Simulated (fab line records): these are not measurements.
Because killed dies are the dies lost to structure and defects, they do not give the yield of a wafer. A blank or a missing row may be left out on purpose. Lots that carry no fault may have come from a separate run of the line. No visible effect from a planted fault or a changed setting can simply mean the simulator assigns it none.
One fault through the eyes of 3 desks    flow n5_finfet    every desk sees just its own numbers, and what lay behind them comes last

DESK OF THE TOOL OWNER: rie_diel-02
The tool's own readings at N5_BEOL_M11_ETCH_66 (etches SOC in N2/H2, target depth 120 nm, overetch 24 nm, time 180 s): means of the sampled wafers that have a number, for each lot that ran on this tool. A lot is out of limits, marked OUT, if its mean lies more than 4 standard deviations from the usual mean; the brackets give that distance.
Columns: A = bias_w at N5_BEOL_M11_ETCH_66, usual 150.1 W; B = drypump_motor_current_A at N5_BEOL_M11_ETCH_66, usual 5.6 A; C = oes_product_au at N5_BEOL_M11_ETCH_66, usual 0.63 a.u.; D = rf_vpp_V at N5_BEOL_M11_ETCH_66, usual 525.5 V; E = run_length_s at N5_BEOL_M11_ETCH_66, usual 203.4 s; F = showerhead_plenum_p_Torr at N5_BEOL_M11_ETCH_66, usual 2.60 Torr; G = throttle_valve_pct at N5_BEOL_M11_ETCH_66, usual 17.92 %
lot   first seen here  A      B    C     D      E                F     G
L763  day 12 16:04     149.8  5.3  0.58  526.6  202.8            2.63  18.07
L771  day 14 04:42     149.6  5.4  0.71  527.0  187.9 (-33) OUT  2.67  18.19
L772  day 15 11:31     150.7  5.3  0.64  525.0  187.4 (-34) OUT  2.62  18.12
This desk finds L771, L772 out of limits, L771 being first, at day 14 04:42 (run_length_s at N5_BEOL_M11_ETCH_66). L763 stayed within limits.

THE METROLOGY DESK
What the gauges read, lot by lot, whatever tool the lot ran on: means of the sampled wafers that have a number. A lot is out of limits, marked OUT, if its mean lies more than 4 standard deviations from the usual mean; the brackets give that distance.
Columns: A = cd_nm at N5_BEOL_M11_CD_MEAS_28, usual 69.9 nm; B = V10_OVL at N5_BEOL_M11_OVL_MEAS_29, usual 0.1 nm
lot   first seen here  A     B
L758  day 10 21:01     69.5  0.6
L763  day 12 15:54     69.3  1.2
L771  day 14 04:32     70.7  0.8
L772  day 15 11:17     68.7  0.8
L776  day 16 04:10     70.9  -0.4
L777  day 16 04:20     69.4  1.2
Result from this desk: across the 6 lots, nothing is out of limits.

THE DEFECT DESK
For each lot, the counts of the inspections along the route, averaged over the sampled wafers that have a number. A lot is out of limits, marked OUT, if its mean lies more than 4 standard deviations from the usual mean; the brackets give that distance.
Columns: A = raw_defect_count at N5_BEOL_M11_INSPECT_30, usual 409
lot   first seen here  A
L758  day 10 21:04     346
L763  day 12 15:58     647
L771  day 14 04:35     510
L772  day 15 11:20     384
L776  day 16 04:14     360
L777  day 16 04:23     371
Result from this desk: across the 6 lots, nothing is out of limits.

PUT TOGETHER
On L771, L772, at day 14 04:42, an alarm was possible from the tool owner's desk.
Metrology desk: nothing out of limits seen.
No out-of-limits result turned up at the defect desk.
The metrology desk holds a record of L771, L772, inside its limits.
The defect desk has L771, L772 on record, within its limits.
The lots listed all ran N5_BEOL_M11_ETCH_66 on rie_diel-02.

WHAT THE SIMULATOR HAD PUT IN
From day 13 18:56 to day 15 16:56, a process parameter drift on rie_diel-02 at N5_BEOL_M11_ETCH_66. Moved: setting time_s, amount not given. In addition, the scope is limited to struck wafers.
Shown lots that were struck: L771, L772.
Hours from the fault's start to each desk's first reading out of limits: the tool owner's desk, 10.
